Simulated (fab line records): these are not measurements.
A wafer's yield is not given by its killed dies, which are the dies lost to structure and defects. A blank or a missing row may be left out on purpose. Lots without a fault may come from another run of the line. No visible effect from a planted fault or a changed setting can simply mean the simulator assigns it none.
Matching of chambers + flow n5-finfet + 4 sister chambers for N5_ILD0_CMP_03 on cmp-02
The step polishes, stops on SiNx, t overpolish 1.9 s, target thk 197.38 nm. 16 wafers are shown with their chamber, then 8 later ones without.

## WAFERS, EACH WITH ITS CHAMBER
| wafer  | chamber | motor-current-A (A) | time-to-endpoint-s (s) | overpolish-run-s (s) |
|--------|---------|---------------------|------------------------|----------------------|
| L083.2 | 1       | 13.6                | 67.4                   | 1.906                |
| L083.5 | 0       | 11.7                | 70.9                   | 1.906                |
| L083.6 | 1       | 13.9                | 64.2                   | 1.900                |
| L086.3 | 2       | 14.3                | 74.6                   | 1.903                |
| L086.4 | 3       | 10.8                | 70.2                   | 1.908                |
| L086.5 | 0       | 12.8                | 73.4                   | 1.904                |
| L088.2 | 1       | 13.1                | 68.4                   | 1.909                |
| L088.3 | 0       | 12.2                | 72.8                   | 1.883                |
| L088.5 | 3       | 11.1                | 67.6                   | 1.902                |
| L089.1 | 3       | 11.4                | 69.9                   | 1.890                |
| L089.2 | 2       | 13.8                | 70.8                   | 1.897                |
| L089.4 | 0       | 12.4                | 73.0                   | 1.896                |
| L090.1 | 2       | 14.1                | 71.9                   | 1.896                |
| L090.2 | 0       | 12.2                | 74.8                   | 1.894                |
| L090.3 | 1       | 13.5                | 72.9                   | 1.889                |
| L091.3 | 3       | 11.1                | 71.5                   | 1.886                |

SIGNATURES (means of the wafers above)
| reading            | chamber 0 | chamber 1 | chamber 2 | chamber 3 | scatter within a chamber |
|--------------------|-----------|-----------|-----------|-----------|--------------------------|
| motor-current-A    | 12.260    | 13.525    | 14.067    | 11.100    | 0.325                    |
| time-to-endpoint-s | 72.980    | 68.225    | 72.433    | 69.800    | 2.28                     |
| overpolish-run-s   | 1.89660   | 1.90100   | 1.89867   | 1.89650   | 0.00872                  |
Rule: for a wafer and a chamber, the distance is found by dividing, reading by reading, the gap between the wafer's reading and the chamber's mean by the reading's scatter, squaring, summing and taking the root. If the next closest chamber is less than 2 further off than the closest, the wafer can't be placed; otherwise it belongs to the closest. The scatter: take each reading less its chamber's mean, square it, sum over the shown wafers, divide by the number of wafers less the number of chambers, and take the root.

## WAFERS WHOSE CHAMBER IS MISSING
| wafer  | motor-current-A (A) | time-to-endpoint-s (s) | overpolish-run-s (s) |
|--------|---------------------|------------------------|----------------------|
| L091.4 | 13.7                | 68.5                   | 1.901                |
| L091.6 | 10.6                | 70.8                   | 1.888                |
| L095.1 | 12.4                | 73.2                   | 1.901                |
| L095.2 | 13.6                | 72.8                   | 1.884                |
| L095.3 | 13.9                | 73.6                   | 1.895                |
| L097.1 | 10.7                | 72.9                   | 1.908                |
| L097.3 | 14.1                | 72.3                   | 1.901                |
| L097.6 | 13.9                | 71.8                   | 1.901                |

## THE CHAMBER EACH PASSED THROUGH
| wafer  | from the rows above     | in truth                   |
|--------|-------------------------|----------------------------|
| L091.4 | can't be placed: 1 or 2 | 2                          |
| L091.6 | 3                       | 3                          |
| L095.1 | 0                       | 0                          |
| L095.2 | can't be placed: 2 or 1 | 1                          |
| L095.3 | can't be placed: 2 or 1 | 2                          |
| L097.1 | 3                       | 3                          |
| L097.3 | 2                       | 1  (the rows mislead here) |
| L097.6 | can't be placed: 2 or 1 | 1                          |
3 of 8 placed correctly. Can't be placed from these rows: 4 (the true chamber is among the candidates in 4). 1 placed wrongly.
